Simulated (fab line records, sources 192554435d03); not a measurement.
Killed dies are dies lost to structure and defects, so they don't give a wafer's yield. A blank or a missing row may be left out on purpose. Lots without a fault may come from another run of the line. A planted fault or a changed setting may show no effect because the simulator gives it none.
Chamber matching | flow n5_finfet | N5_MOL_CONTACT_COAG_ETCHBACK_135 on rie_diel-01: 4 sister chambers
The step etches SiO2 in CHF3, target depth 25 nm, time 16.7 s. 8 wafers are shown with their chamber, then 7 later ones without.

WAFERS WITH THEIR CHAMBER
wafer  | chamber | drypump_motor_current_A (A) | oes_product_au (a.u.)
L078.2 | 1       | 5.3                         | 0.70
L079.2 | 2       | 6.3                         | 0.71
L079.5 | 2       | 6.4                         | 0.71
L081.2 | 0       | 6.1                         | 0.72
L081.3 | 3       | 5.7                         | 0.88
L081.5 | 3       | 5.7                         | 0.87
L086.1 | 1       | 5.3                         | 0.69
L086.3 | 0       | 6.1                         | 0.71

WAFERS WITHOUT THEIR CHAMBER
wafer  | drypump_motor_current_A (A) | oes_product_au (a.u.)
L086.4 | 5.3                         | 0.69
L095.1 | 6.4                         | 0.90
L095.2 | 6.1                         | 0.70
L095.3 | 5.3                         | 0.67
L095.4 | 5.7                         | 0.82
L095.5 | 5.3                         | 0.67
L095.6 | 6.1                         | 0.69

WHICH CHAMBER EACH WENT THROUGH
wafer  | from the rows above | in truth
L086.4 | 1                   | 1
L095.1 | 3                   | 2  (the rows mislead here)
L095.2 | 0                   | 0
L095.3 | 1                   | 1
L095.4 | 3                   | 3
L095.5 | 1                   | 1
L095.6 | 0                   | 0
Placed correctly: 6 of 7. Can't be placed from these rows: 0. Placed wrongly: 1.
How it was worked out, from the rows above alone: a wafer's distance from a chamber is the root of the sum, over the readings, of the square of ((its reading less the chamber's mean) divided by the reading's scatter). The wafer belongs to the nearest chamber; if the next one is less than 2 further off, it can't be placed. A chamber's mean is the mean of its shown wafers. The scatter: the root of (the sum of the squares of (reading less its chamber's mean) over the shown wafers, divided by (wafers less chambers)).
